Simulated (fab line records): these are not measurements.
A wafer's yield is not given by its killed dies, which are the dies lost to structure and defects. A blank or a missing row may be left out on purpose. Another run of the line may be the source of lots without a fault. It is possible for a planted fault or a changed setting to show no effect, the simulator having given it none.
2 desks looking at one fault | flow n5 finfet | each desk has only its own numbers; what lay behind them comes last

== FOR THE TOOL OWNER'S DESK: ald sin-02 ==
The tool's own readings at N5_FIN_SAQP_ALD_61 (deposits SiO2, target thk 4 nm, pulse time 1 s, purge time 2 s): means of the sampled wafers that have a number, for each lot that ran on this tool. If a lot's mean is further than 4 standard deviations from the usual mean, the lot is out of limits and carries the mark OUT (the distance appears in the brackets).
Columns: A = heater power w at N5_FIN_SAQP_ALD_61, usual 465 W; B = precursor pulse height rel at N5_FIN_SAQP_ALD_61, usual 1.001
lot  | first seen here | A   | B
L178 | day 3 08:10     | 444 | 0.982
L185 | day 5 03:25     | 494 | 0.988
L188 | day 5 21:08     | 462 | 1.018
This desk's finding: nothing out of limits on any of the 3 lots.

== THE METROLOGY DESK ==
Means of the sampled wafers that have a number, per lot and without regard to the tool the lot ran on: this is what the gauges read. If a lot's mean is further than 4 standard deviations from the usual mean, the lot is out of limits and carries the mark OUT (the distance appears in the brackets). Shown here are 7 of its 10 readings, the ones lying furthest out on some lot.
Columns: A = DIBL_N at N5_BEOL_M4_RC_MEAS_101, usual 36.0 mV/V; B = DIBL_P at N5_BEOL_M4_RC_MEAS_101, usual 36.2 mV/V; C = IOFF_P at N5_BEOL_M4_RC_MEAS_101, usual 0.21 nA/um; D = ION_N at N5_BEOL_M4_RC_MEAS_101, usual 675 uA/um; E = ION_P at N5_BEOL_M4_RC_MEAS_101, usual 463 uA/um; F = VT_N at N5_BEOL_M4_RC_MEAS_101, usual 250.2 mV; G = VT_P at N5_BEOL_M4_RC_MEAS_101, usual -251 mV
lot  | first seen here | A    | B    | C    | D   | E   | F     | G
L178 | day 12 00:41    | 35.0 | 35.3 | 0.18 | 676 | 461 | 251.8 | -253
L185 | day 13 08:53    | 36.1 | 36.5 | 0.22 | 666 | 461 | 250.7 | -249
L188 | day 14 04:10    | 33.8 | 32.7 | 0.15 | 661 | 448 | 255.0 | -258
L191 | day 15 03:50    | 36.2 | 35.8 | 0.21 | 665 | 461 | 252.1 | -248
This desk's finding: nothing out of limits on any of the 4 lots.

== ALL TOGETHER ==
The desk of the tool owner found nothing out of limits.
From the metrology desk's view, nothing was out of limits.

== WHAT THE SIMULATOR PUT IN ==
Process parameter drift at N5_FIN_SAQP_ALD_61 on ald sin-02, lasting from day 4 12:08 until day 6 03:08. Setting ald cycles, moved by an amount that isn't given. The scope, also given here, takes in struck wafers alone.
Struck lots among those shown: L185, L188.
